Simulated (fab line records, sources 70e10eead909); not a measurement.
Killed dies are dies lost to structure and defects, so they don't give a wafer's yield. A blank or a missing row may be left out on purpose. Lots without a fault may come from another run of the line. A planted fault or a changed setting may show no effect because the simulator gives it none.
Which tool did it? | flow nand_harc | 11 lots, 33 wafers sampled, at 6 steps of a route of 1302

WHAT THE GAUGES READ, wafer by wafer
NHARC_A_CHANNEL_HOLE_D1_INSPECT_40. Usual: raw_defect_count 74, standard deviation 28.
lot  | measured     | on                | raw_defect_count | flag
L801 | day 8 21:28  | defect_inspect-01 | 49 49 59         |
L802 | day 9 10:52  | defect_inspect-02 | 68 59 60         |
L803 | day 9 13:43  | defect_inspect-02 | 109 121 100      |
L804 | day 10 01:44 | defect_inspect-02 | 93 58 62         |
L806 | day 11 01:47 | defect_inspect-02 | 29 42 41         |
L807 | day 11 15:22 | defect_inspect-01 | 80 87 98         |
L808 | day 11 18:46 | defect_inspect-02 | 50 55 60         |
L809 | day 12 03:51 | defect_inspect-01 | 126 103 126      |
L818 | day 15 16:19 | defect_inspect-02 | 747 804 132      | OFF
L820 | day 16 13:04 | defect_inspect-01 | 716 119 104      | OFF
L824 | day 18 08:02 | defect_inspect-02 | 77 58 63         |

NHARC_END_SORT_01. Usual: killed_at_array 52, standard deviation 20; killed_at_other 1.0, standard deviation 1.3; killed_at_periphery 3.7, standard deviation 2.2; killed_dies 57, standard deviation 20; killed_open 3.2, standard deviation 1.6; killed_short 2.4, standard deviation 1.6.
lot  | measured     | on        | killed_at_array | killed_at_other | killed_at_periphery | killed_dies | killed_open | killed_short | flag
L818 | day 31 07:44 | prober-01 | 109 102         | 1 0             | 6 10                | 116 112     | 3 5         | 1 3          |
L820 | day 32 17:34 | prober-01 | 106             | 0               | 6                   | 112         | 3           | 2            |

WHICH TOOL RAN EACH LOT (tool, then ch and the chambers of the sampled wafers, then the start)
lot  | NHARC_A_CHANNEL_HOLE_D1_ETCH_39               | NHARC_A_CHANNEL_HOLE_D1_ETCH_21  | NHARC_A_CHANNEL_FILL_D1_ALD_14   | NHARC_A_CHANNEL_FILL_D1_ALD_15
L801 | rie_diel-07 ch 1,3, day 8 16:11 or earlier    | har_etch-01 ch 0,1, day 8 16:11  | ald_hk-04 ch 0,1,2, day 9 05:49  | ald_sin_batch-01 ch 0, day 9 08:46
L802 | rie_diel-10 ch 1,2,3, day 9 05:48 or earlier  | har_etch-01 ch 0,1, day 9 05:48  | ald_hk-02 ch 1,2,3, day 9 20:01  | ald_sin_batch-03 ch 0, no start
L803 | rie_diel-10 ch 1,2,3, day 9 08:30 or earlier  | har_etch-02 ch 0,1, day 9 08:30  | ald_hk-02 ch 0,1,3, day 9 20:10  | ald_sin_batch-03 ch 0, no start
L804 | rie_diel-10 ch 0,1,2, day 9 20:35 or earlier  | har_etch-01 ch 0,1, day 9 20:35  | ald_hk-02 ch 0,2, day 10 08:58   | ald_sin_batch-03 ch 0, no start
L806 | rie_diel-12 ch 0,1, day 10 20:31 or earlier   | har_etch-01 ch 0,1, day 10 20:31 | ald_hk-03 ch 0,3, day 11 10:08   | ald_sin_batch-01 ch 0, day 11 13:29
L807 | rie_diel-07 ch 0,2,3, day 11 09:53 or earlier | har_etch-02 ch 0,1, day 11 09:53 | ald_hk-03 ch 0,1,3, day 11 23:53 | ald_sin_batch-01 ch 0, day 12 03:13
L808 | rie_diel-12 ch 0,1,3, day 11 13:31 or earlier | har_etch-01 ch 0,1, day 11 13:31 | ald_hk-02 ch 0,3, day 12 00:06   | ald_sin_batch-01 ch 0, no start
L809 | rie_diel-10 ch 0,3, day 11 22:35 or earlier   | har_etch-02 ch 0,1, day 11 22:35 | ald_hk-02 ch 1,2, day 12 11:02   | ald_sin_batch-01 ch 0, no start
L818 | rie_diel-10 ch 0,2,3, day 15 11:05 or earlier | har_etch-02 ch 0,1, day 15 11:05 | ald_hk-02 ch 1,2, day 15 23:36   | ald_sin_batch-02 ch 0, day 31 07:44 or earlier
L820 | rie_diel-10 ch 0,1,3, day 16 07:48 or earlier | har_etch-02 ch 0,1, day 16 07:48 | ald_hk-04 ch 1,2,3, day 16 20:28 | ald_sin_batch-02 ch 0, day 32 17:34 or earlier
L824 | rie_diel-10 ch 0,1, day 18 02:58 or earlier   | har_etch-01 ch 0,1, day 18 02:58 | ald_hk-02 ch 1,2, day 18 15:17   | ald_sin_batch-02 ch 0, no start
- NHARC_A_CHANNEL_HOLE_D1_ETCH_39: etches the open film in N2/H2, target depth 260 nm, time 325 s.
- NHARC_A_CHANNEL_HOLE_D1_ETCH_21: etches the open film in C4F8/O2/Ar, time 514.3 s, target depth 1600 nm.
- NHARC_A_CHANNEL_FILL_D1_ALD_14: deposits SiO2, target thk 2.5 nm, pulse time 10 s, ald cycles 25.
- NHARC_A_CHANNEL_FILL_D1_ALD_15: deposits SiNx, target thk 2 nm, pulse time 60 s, ald cycles 19.

WHAT THE TOOLS THEMSELVES READ (means of the sampled wafers that have a number; where no wafer has one, the mark that the record gives instead)
NHARC_A_CHANNEL_HOLE_D1_ETCH_39. Usual: drypump_motor_current_A 5.5 A, standard deviation 0.32; oes_product_au 1.003 a.u., standard deviation 0.0077; rf_fwd_power_W 399.1 W, standard deviation 1.4; rf_vpp_V 429.9 V, standard deviation 2.7; showerhead_plenum_p_Torr 2.02 Torr, standard deviation 0.099; throttle_valve_pct 14.171 %, standard deviation 0.0093.
lot  | tool        | drypump_motor_current_A (A) | oes_product_au (a.u.) | rf_fwd_power_W (W) | rf_vpp_V (V) | showerhead_plenum_p_Torr (Torr) | throttle_valve_pct (%) | flag
L801 | rie_diel-07 | 5.6                         | 1.004                 | 397.9              | 430.1        | 2.02                            | 14.177                 |
L802 | rie_diel-10 | 5.3                         | 0.991                 | 398.7              | 428.8        | 2.00                            | 14.174                 |
L803 | rie_diel-10 | 5.4                         | 0.992                 | 399.1              | 428.6        | 2.00                            | 14.174                 |
L804 | rie_diel-10 | 5.3                         | 1.001                 | 399.6              | 431.8        | 2.07                            | 14.186                 |
L806 | rie_diel-12 | 6.1                         | 1.006                 | 400.3              | 428.0        | 1.97                            | 14.167                 |
L807 | rie_diel-07 | 5.5                         | 1.004                 | 398.8              | 428.8        | 1.97                            | 14.168                 |
L808 | rie_diel-12 | 5.9                         | 1.007                 | 399.2              | 428.4        | 1.98                            | 14.177                 |
L809 | rie_diel-10 | 5.6                         | 1.007                 | 398.5              | 430.0        | 2.03                            | 14.174                 |
L818 | rie_diel-10 | 5.4                         | 1.004                 | 399.3              | 431.9        | 2.08                            | 14.170                 |
L820 | rie_diel-10 | 5.5                         | 1.004                 | 396.8              | 430.0        | 2.01                            | 14.168                 |
L824 | rie_diel-10 | 5.5                         | 1.009                 | 398.2              | 431.7        | 2.09                            | 14.164                 |

NHARC_A_CHANNEL_HOLE_D1_ETCH_21. Usual: drypump_motor_current_A 5.9 A, standard deviation 0.46; showerhead_plenum_p_Torr 3.69 Torr, standard deviation 0.11; throttle_valve_pct 32.155 %, standard deviation 0.0091.
lot  | tool        | drypump_motor_current_A (A) | showerhead_plenum_p_Torr (Torr) | throttle_valve_pct (%) | flag
L801 | har_etch-01 | 6.3                         | 3.73                            | 32.152                 |
L802 | har_etch-01 | 6.3                         | 3.73                            | 32.147                 |
L803 | har_etch-02 | 5.4                         | 3.62                            | 32.147                 |
L804 | har_etch-01 | 6.2                         | 3.73                            | 32.152                 |
L806 | har_etch-01 | 6.2                         | 3.72                            | 32.158                 |
L807 | har_etch-02 | 5.8                         | 3.60                            | 32.143                 |
L808 | har_etch-01 | 6.2                         | 3.71                            | 32.154                 |
L809 | har_etch-02 | 5.4                         | 3.60                            | 32.156                 |
L818 | har_etch-02 | 5.8                         | 3.57                            | 32.155                 |
L820 | har_etch-02 | 5.5                         | 3.57                            | 32.163                 |
L824 | har_etch-01 | 6.3                         | 3.66                            | 32.146                 |

NHARC_A_CHANNEL_FILL_D1_ALD_14. Usual: heater_power_w 475 W, standard deviation 34; precursor_pulse_height_rel 0.997, standard deviation 0.021.
lot  | tool      | heater_power_w (W) | precursor_pulse_height_rel | flag
L801 | ald_hk-04 | 451                | 1.008                      |
L802 | ald_hk-02 | 498                | 1.004                      |
L803 | ald_hk-02 | 488                | 1.007                      |
L804 | ald_hk-02 | 487                | 0.992                      |
L806 | ald_hk-03 | 475                | 1.013                      |
L807 | ald_hk-03 | 477                | 1.001                      |
L808 | ald_hk-02 | 497                | 0.990                      |
L809 | ald_hk-02 | 475                | 1.002                      |
L818 | ald_hk-02 | 477                | 1.003                      |
L820 | ald_hk-04 | 434                | 0.981                      |
L824 | ald_hk-02 | 492                | 1.010                      |

NHARC_A_CHANNEL_FILL_D1_ALD_15. Usual: precursor_pulse_height_rel 1.001, standard deviation 0.02.
lot  | tool             | precursor_pulse_height_rel | flag
L801 | ald_sin_batch-01 | 1.016                      |
L802 | ald_sin_batch-03 | 1.014                      |
L803 | ald_sin_batch-03 | 1.012                      |
L804 | ald_sin_batch-03 | 1.013                      |
L806 | ald_sin_batch-01 | 1.012                      |
L807 | ald_sin_batch-01 | 1.008                      |
L808 | ald_sin_batch-01 | 1.006                      |
L809 | ald_sin_batch-01 | 1.002                      |
L818 | ald_sin_batch-02 | 0.997                      |
L820 | ald_sin_batch-02 | 0.997                      |
L824 | ald_sin_batch-02 | 0.984                      |

THE ANSWER, worked out from the rows above alone
Rule: a lot is off if the mean of its wafers that have a number lies more than 3 standard deviations from the usual mean. A lot without any number at a reading at which 4 lots or more have one is off too. The other lots that the step has rows for count as sound. The gauges are gone through in route order, then the tools' own readings, and for those a lot's mean is taken as printed above. The first step at which some lot is off is used, and at that step the reading that is off furthest; a lot without a number counts as furthest.
Off: L818, L820, at NHARC_A_CHANNEL_HOLE_D1_INSPECT_40 (raw_defect_count).
A tool fits if, at a process step before that reading, it ran every lot that is off, and no sound lot after the first of them. The gauges at NHARC_A_CHANNEL_HOLE_D1_INSPECT_40 are tried like those tools. NHARC_A_CHANNEL_HOLE_D1_ETCH_39 gives no start for some lots, so the hours and the order of its lots are those of NHARC_A_CHANNEL_HOLE_D1_ETCH_21. One fits: har_etch-02 at NHARC_A_CHANNEL_HOLE_D1_ETCH_21. Its last sound lot is L809 (day 11 22:35), its first lot that is off L818 (day 15 11:05): a fault that began between those two fits.

WHAT THE SIMULATOR HAD PUT IN
Chamber particle source: har_etch-02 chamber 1, from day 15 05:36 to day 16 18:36, at NHARC_A_CHANNEL_HOLE_D1_ETCH_21. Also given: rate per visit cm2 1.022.
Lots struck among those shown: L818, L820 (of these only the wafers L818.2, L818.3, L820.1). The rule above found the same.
